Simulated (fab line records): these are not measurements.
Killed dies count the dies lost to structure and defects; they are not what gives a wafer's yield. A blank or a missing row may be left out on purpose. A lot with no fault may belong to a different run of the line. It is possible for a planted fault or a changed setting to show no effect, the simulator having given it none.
Which tool did it? / flow n5Finfet / Sampling: 24 lots, 72 wafers, 3 of 1938 route steps

## WHAT EACH GAUGE READ, for each wafer
N5_BEOL_M0_SAQP_CD_MEAS_25 targets a cd of 13.1 nm. Usual: 12.80 nm for cdNm, sd 0.22.
lot=L074; measured=day 5 13:28; on=cdSem-01; cdNm (nm)=13.21 13.18 12.60; flag=
lot=L075; measured=day 5 18:32; on=cdSem-01; cdNm (nm)=13.12 13.13 13.16; flag=
lot=L076; measured=day 6 04:05; on=cdSem-03; cdNm (nm)=12.68 13.04 12.92; flag=
lot=L077; measured=day 6 05:56; on=cdSem-03; cdNm (nm)=12.42 12.77 12.82; flag=
lot=L078; measured=day 6 14:04; on=cdSem-01; cdNm (nm)=13.02 12.65 13.06; flag=
lot=L079; measured=day 6 20:46; on=cdSem-01; cdNm (nm)=12.99 12.69 12.79; flag=
lot=L080; measured=day 7 03:26; on=cdSem-03; cdNm (nm)=12.94 12.33 12.67; flag=
lot=L081; measured=day 7 06:07; on=cdSem-01; cdNm (nm)=12.65 12.93 12.68; flag=
lot=L082; measured=day 7 12:05; on=cdSem-02; cdNm (nm)=12.51 13.02 12.73; flag=
lot=L083; measured=day 7 17:51; on=cdSem-02; cdNm (nm)=12.99 12.88 12.73; flag=
lot=L084; measured=day 7 22:47; on=cdSem-01; cdNm (nm)=12.97 12.67 12.84; flag=
lot=L085; measured=day 8 07:24; on=cdSem-03; cdNm (nm)=12.65 12.82 12.79; flag=
lot=L086; measured=day 8 16:26; on=cdSem-03; cdNm (nm)=12.53 12.98 13.08; flag=
lot=L087; measured=day 9 00:59; on=cdSem-02; cdNm (nm)=13.12 13.09 12.70; flag=
lot=L088; measured=day 9 02:14; on=cdSem-03; cdNm (nm)=12.83 12.37 12.44; flag=
lot=L089; measured=day 9 13:32; on=cdSem-02; cdNm (nm)=13.03 12.84 12.46; flag=
lot=L090; measured=day 9 23:32; on=cdSem-03; cdNm (nm)=12.53 12.76 12.72; flag=
lot=L092; measured=day 10 01:38; on=cdSem-02; cdNm (nm)=12.40 12.67 13.07; flag=
lot=L091; measured=day 10 02:07; on=cdSem-01; cdNm (nm)=12.93 12.97 12.78; flag=
lot=L093; measured=day 10 07:12; on=cdSem-02; cdNm (nm)=12.63 13.00 12.75; flag=
lot=L094; measured=day 10 09:47; on=cdSem-02; cdNm (nm)=12.70 12.71 12.57; flag=
lot=L095; measured=day 10 20:17; on=cdSem-02; cdNm (nm)=12.73 12.53 13.43; flag=
lot=L096; measured=day 11 06:21; on=cdSem-02; cdNm (nm)=12.70 12.94 13.03; flag=
lot=L097; measured=day 11 06:46; on=cdSem-03; cdNm (nm)=12.76 12.84 12.80; flag=

N5_BEOL_M0_CUTY_CD_MEAS_57 targets a cd of 200 nm. Usual: 199.6 nm for cdNm, sd 0.73.
lot=L074; measured=day 5 17:01; on=cdSem-01; cdNm (nm)=199.6 200.2 199.8; flag=
lot=L075; measured=day 5 22:20; on=cdSem-03; cdNm (nm)=200.9 200.2 201.2; flag=
lot=L076; measured=day 6 08:47; on=cdSem-02; cdNm (nm)=199.1 199.5 199.1; flag=
lot=L077; measured=day 6 10:20; on=cdSem-02; cdNm (nm)=199.7 199.9 200.5; flag=
lot=L078; measured=day 6 18:12; on=cdSem-03; cdNm (nm)=200.3 200.1 199.2; flag=
lot=L079; measured=day 7 00:29; on=cdSem-02; cdNm (nm)=198.2 197.5 198.9; flag=
lot=L080; measured=day 7 07:37; on=cdSem-03; cdNm (nm)=200.5 199.7 199.5; flag=
lot=L081; measured=day 7 10:13; on=cdSem-02; cdNm (nm)=198.3 198.8 198.5; flag=
lot=L082; measured=day 7 15:52; on=cdSem-03; cdNm (nm)=199.2 199.6 199.3; flag=
lot=L083; measured=day 7 21:59; on=cdSem-03; cdNm (nm)=199.5 199.5 199.8; flag=
lot=L084; measured=day 8 02:31; on=cdSem-02; cdNm (nm)=199.6 199.2 198.3; flag=
lot=L085; measured=day 8 11:10; on=cdSem-01; cdNm (nm)=198.6 198.8 198.8; flag=
lot=L086; measured=day 8 22:15; on=cdSem-03; cdNm (nm)=199.0 198.3 199.7; flag=
lot=L087; measured=day 9 05:31; on=cdSem-01; cdNm (nm)=199.7 199.7 199.4; flag=
lot=L088; measured=day 9 06:22; on=cdSem-03; cdNm (nm)=198.6 199.3 199.8; flag=
lot=L089; measured=day 9 17:13; on=cdSem-03; cdNm (nm)=199.0 200.1 199.5; flag=
lot=L090; measured=day 10 03:17; on=cdSem-01; cdNm (nm)=198.7 199.1 198.6; flag=
lot=L092; measured=day 10 06:35; on=cdSem-02; cdNm (nm)=200.4 200.9 199.7; flag=
lot=L091; measured=day 10 06:58; on=cdSem-02; cdNm (nm)=199.3 200.0 199.8; flag=
lot=L093; measured=day 10 10:37; on=cdSem-02; cdNm (nm)=200.3 199.3 200.1; flag=
lot=L094; measured=day 10 13:45; on=cdSem-03; cdNm (nm)=200.4 199.4 200.4; flag=
lot=L095; measured=day 11 00:00; on=cdSem-01; cdNm (nm)=200.1 200.3 200.9; flag=
lot=L096; measured=day 11 10:50; on=cdSem-01; cdNm (nm)=200.8 199.7 200.3; flag=
lot=L097; measured=day 11 11:10; on=cdSem-03; cdNm (nm)=200.2 201.3 201.1; flag=

## WHAT TOOL EACH LOT RAN ON (gives the tool, then ch and the chambers of the sampled wafers, and finally the start)
lot=L074; N5_BEOL_M0_SAQP_ETCH_49=rieDiel-06 ch 1,2, day 5 16:39
lot=L075; N5_BEOL_M0_SAQP_ETCH_49=rieDiel-03 ch 1,2,3, day 5 21:51
lot=L076; N5_BEOL_M0_SAQP_ETCH_49=rieDiel-06 ch 0,1, day 6 08:17
lot=L077; N5_BEOL_M0_SAQP_ETCH_49=rieDiel-05 ch 0,1,3, day 6 09:50
lot=L078; N5_BEOL_M0_SAQP_ETCH_49=rieDiel-05 ch 0,1, day 6 17:43
lot=L079; N5_BEOL_M0_SAQP_ETCH_49=rieDiel-06 ch 0,1,2, day 6 23:59
lot=L080; N5_BEOL_M0_SAQP_ETCH_49=rieDiel-05 ch 0,2,3, day 7 07:07
lot=L081; N5_BEOL_M0_SAQP_ETCH_49=rieDiel-03 ch 0,3, day 7 09:44
lot=L082; N5_BEOL_M0_SAQP_ETCH_49=rieDiel-06 ch 1,2, day 7 15:23
lot=L083; N5_BEOL_M0_SAQP_ETCH_49=rieDiel-03 ch 1,3, day 7 21:29
lot=L084; N5_BEOL_M0_SAQP_ETCH_49=rieDiel-06 ch 0,2,3, day 8 02:02
lot=L085; N5_BEOL_M0_SAQP_ETCH_49=rieDiel-03 ch 0,2,3, day 8 10:48
lot=L086; N5_BEOL_M0_SAQP_ETCH_49=rieDiel-05 ch 0,2, day 8 21:45
lot=L087; N5_BEOL_M0_SAQP_ETCH_49=rieDiel-06 ch 0,1, day 9 05:01
lot=L088; N5_BEOL_M0_SAQP_ETCH_49=rieDiel-03 ch 0,2,3, day 9 05:52
lot=L089; N5_BEOL_M0_SAQP_ETCH_49=rieDiel-06 ch 0,1,2, day 9 16:43
lot=L090; N5_BEOL_M0_SAQP_ETCH_49=rieDiel-06 ch 0,2,3, day 10 02:55
lot=L092; N5_BEOL_M0_SAQP_ETCH_49=rieDiel-05 ch 0,1, day 10 06:13
lot=L091; N5_BEOL_M0_SAQP_ETCH_49=rieDiel-05 ch 0,1,3, day 10 06:29
lot=L093; N5_BEOL_M0_SAQP_ETCH_49=rieDiel-05 ch 1,3, day 10 10:14
lot=L094; N5_BEOL_M0_SAQP_ETCH_49=rieDiel-05 ch 0,1,3, day 10 13:16
lot=L095; N5_BEOL_M0_SAQP_ETCH_49=rieDiel-03 ch 0,1,2, day 10 23:28
lot=L096; N5_BEOL_M0_SAQP_ETCH_49=rieDiel-03 ch 0,3, day 11 10:28
lot=L097; N5_BEOL_M0_SAQP_ETCH_49=rieDiel-05 ch 1,2,3, day 11 10:48
- N5_BEOL_M0_SAQP_ETCH_49: etches SiO2 in CF4/O2, target depth 37 nm.

## AS READ BY THE TOOLS THEMSELVES (means over the sampled wafers that have a number; for cases with no such wafer, the mark the record gives instead)
N5_BEOL_M0_SAQP_ETCH_49. Usual: O2_flow_sccm 10.002 sccm, standard deviation 0.028; drypumpMotorCurrentA 5.5 A, standard deviation 0.4; mfcArSccm 100.02 sccm, standard deviation 0.3; oesProductAu 0.79 a.u., standard deviation 0.082; rfVppV 241 V, standard deviation 3.1; showerheadPlenumPTorr 2.22 Torr, standard deviation 0.066; throttleValvePct 15.86 %, standard deviation 0.2.
lot=L074; tool=rieDiel-06; O2_flow_sccm (sccm)=10.017; drypumpMotorCurrentA (A)=5.6; mfcArSccm (sccm)=100.05; oesProductAu (a.u.)=0.81; rfVppV (V)=242; showerheadPlenumPTorr (Torr)=2.18; throttleValvePct (%)=16.05; flag=
lot=L075; tool=rieDiel-03; O2_flow_sccm (sccm)=9.988; drypumpMotorCurrentA (A)=5.0; mfcArSccm (sccm)=99.87; oesProductAu (a.u.)=0.76; rfVppV (V)=238; showerheadPlenumPTorr (Torr)=2.23; throttleValvePct (%)=15.77; flag=
lot=L076; tool=rieDiel-06; O2_flow_sccm (sccm)=10.016; drypumpMotorCurrentA (A)=5.4; mfcArSccm (sccm)=99.87; oesProductAu (a.u.)=0.86; rfVppV (V)=241; showerheadPlenumPTorr (Torr)=2.21; throttleValvePct (%)=15.91; flag=
lot=L077; tool=rieDiel-05; O2_flow_sccm (sccm)=9.988; drypumpMotorCurrentA (A)=5.4; mfcArSccm (sccm)=99.67; oesProductAu (a.u.)=0.75; rfVppV (V)=239; showerheadPlenumPTorr (Torr)=2.20; throttleValvePct (%)=15.91; flag=
lot=L078; tool=rieDiel-05; O2_flow_sccm (sccm)=9.975; drypumpMotorCurrentA (A)=5.4; mfcArSccm (sccm)=100.16; oesProductAu (a.u.)=0.76; rfVppV (V)=239; showerheadPlenumPTorr (Torr)=2.17; throttleValvePct (%)=15.85; flag=
lot=L079; tool=rieDiel-06; O2_flow_sccm (sccm)=10.011; drypumpMotorCurrentA (A)=5.5; mfcArSccm (sccm)=100.35; oesProductAu (a.u.)=0.80; rfVppV (V)=241; showerheadPlenumPTorr (Torr)=2.17; throttleValvePct (%)=16.02; flag=
lot=L080; tool=rieDiel-05; O2_flow_sccm (sccm)=10.010; drypumpMotorCurrentA (A)=5.6; mfcArSccm (sccm)=100.13; oesProductAu (a.u.)=0.74; rfVppV (V)=239; showerheadPlenumPTorr (Torr)=2.23; throttleValvePct (%)=15.88; flag=
lot=L081; tool=rieDiel-03; O2_flow_sccm (sccm)=10.011; drypumpMotorCurrentA (A)=5.2; mfcArSccm (sccm)=100.12; oesProductAu (a.u.)=0.76; rfVppV (V)=243; showerheadPlenumPTorr (Torr)=2.26; throttleValvePct (%)=15.80; flag=
lot=L082; tool=rieDiel-06; O2_flow_sccm (sccm)=10.028; drypumpMotorCurrentA (A)=5.4; mfcArSccm (sccm)=99.89; oesProductAu (a.u.)=0.85; rfVppV (V)=244; showerheadPlenumPTorr (Torr)=2.21; throttleValvePct (%)=15.97; flag=
lot=L083; tool=rieDiel-03; O2_flow_sccm (sccm)=10.012; drypumpMotorCurrentA (A)=5.1; mfcArSccm (sccm)=100.08; oesProductAu (a.u.)=0.76; rfVppV (V)=239; showerheadPlenumPTorr (Torr)=2.26; throttleValvePct (%)=15.85; flag=
lot=L084; tool=rieDiel-06; O2_flow_sccm (sccm)=9.990; drypumpMotorCurrentA (A)=6.0; mfcArSccm (sccm)=99.95; oesProductAu (a.u.)=0.80; rfVppV (V)=241; showerheadPlenumPTorr (Torr)=2.17; throttleValvePct (%)=15.94; flag=
lot=L085; tool=rieDiel-03; O2_flow_sccm (sccm)=9.999; drypumpMotorCurrentA (A)=5.1; mfcArSccm (sccm)=100.18; oesProductAu (a.u.)=0.85; rfVppV (V)=241; showerheadPlenumPTorr (Torr)=2.22; throttleValvePct (%)=15.64; flag=
lot=L086; tool=rieDiel-05; O2_flow_sccm (sccm)=9.997; drypumpMotorCurrentA (A)=5.5; mfcArSccm (sccm)=100.13; oesProductAu (a.u.)=0.74; rfVppV (V)=238; showerheadPlenumPTorr (Torr)=2.20; throttleValvePct (%)=15.84; flag=
lot=L087; tool=rieDiel-06; O2_flow_sccm (sccm)=10.000; drypumpMotorCurrentA (A)=5.4; mfcArSccm (sccm)=100.25; oesProductAu (a.u.)=0.80; rfVppV (V)=239; showerheadPlenumPTorr (Torr)=2.16; throttleValvePct (%)=16.01; flag=
lot=L088; tool=rieDiel-03; O2_flow_sccm (sccm)=10.034; drypumpMotorCurrentA (A)=5.1; mfcArSccm (sccm)=100.03; oesProductAu (a.u.)=0.82; rfVppV (V)=240; showerheadPlenumPTorr (Torr)=2.22; throttleValvePct (%)=15.64; flag=
lot=L089; tool=rieDiel-06; O2_flow_sccm (sccm)=10.000; drypumpMotorCurrentA (A)=5.5; mfcArSccm (sccm)=99.99; oesProductAu (a.u.)=0.79; rfVppV (V)=241; showerheadPlenumPTorr (Torr)=2.16; throttleValvePct (%)=16.07; flag=
lot=L090; tool=rieDiel-06; O2_flow_sccm (sccm)=9.987; drypumpMotorCurrentA (A)=6.0; mfcArSccm (sccm)=100.00; oesProductAu (a.u.)=0.79; rfVppV (V)=241; showerheadPlenumPTorr (Torr)=2.16; throttleValvePct (%)=15.98; flag=
lot=L092; tool=rieDiel-05; O2_flow_sccm (sccm)=9.988; drypumpMotorCurrentA (A)=5.4; mfcArSccm (sccm)=99.97; oesProductAu (a.u.)=0.82; rfVppV (V)=240; showerheadPlenumPTorr (Torr)=2.25; throttleValvePct (%)=15.73; flag=
lot=L091; tool=rieDiel-05; O2_flow_sccm (sccm)=10.009; drypumpMotorCurrentA (A)=5.4; mfcArSccm (sccm)=100.11; oesProductAu (a.u.)=0.81; rfVppV (V)=241; showerheadPlenumPTorr (Torr)=2.28; throttleValvePct (%)=15.80; flag=
lot=L093; tool=rieDiel-05; O2_flow_sccm (sccm)=10.015; drypumpMotorCurrentA (A)=5.5; mfcArSccm (sccm)=99.98; oesProductAu (a.u.)=0.80; rfVppV (V)=241; showerheadPlenumPTorr (Torr)=2.31; throttleValvePct (%)=15.88; flag=
lot=L094; tool=rieDiel-05; O2_flow_sccm (sccm)=9.958; drypumpMotorCurrentA (A)=5.4; mfcArSccm (sccm)=99.97; oesProductAu (a.u.)=0.81; rfVppV (V)=240; showerheadPlenumPTorr (Torr)=2.28; throttleValvePct (%)=15.79; flag=
lot=L095; tool=rieDiel-03; O2_flow_sccm (sccm)=10.012; drypumpMotorCurrentA (A)=5.1; mfcArSccm (sccm)=99.93; oesProductAu (a.u.)=0.77; rfVppV (V)=240; showerheadPlenumPTorr (Torr)=2.24; throttleValvePct (%)=15.74; flag=
lot=L096; tool=rieDiel-03; O2_flow_sccm (sccm)=9.998; drypumpMotorCurrentA (A)=5.2; mfcArSccm (sccm)=100.31; oesProductAu (a.u.)=0.73; rfVppV (V)=242; showerheadPlenumPTorr (Torr)=2.25; throttleValvePct (%)=15.86; flag=
lot=L097; tool=rieDiel-05; O2_flow_sccm (sccm)=10.032; drypumpMotorCurrentA (A)=5.7; mfcArSccm (sccm)=99.95; oesProductAu (a.u.)=0.87; rfVppV (V)=241; showerheadPlenumPTorr (Torr)=2.27; throttleValvePct (%)=15.83; flag=

## THE ANSWER, worked out from the rows above alone
Rule: a lot counts as off when the mean over its wafers that have a number is more than 3 standard deviations away from the usual mean. A lot without any number at a reading at which 4 lots or more have one is off too. All remaining lots with rows at the step are treated as sound. After the gauges, taken in route order, come the tools' own readings; for these a lot's mean is taken, as printed above. At the first step where some lot is off, the reading lying furthest off is the one used; lots without a number count as furthest.
None of the lots is off at any reading shown; this tells nothing.

## WHAT THE SIMULATOR HAD INSERTED
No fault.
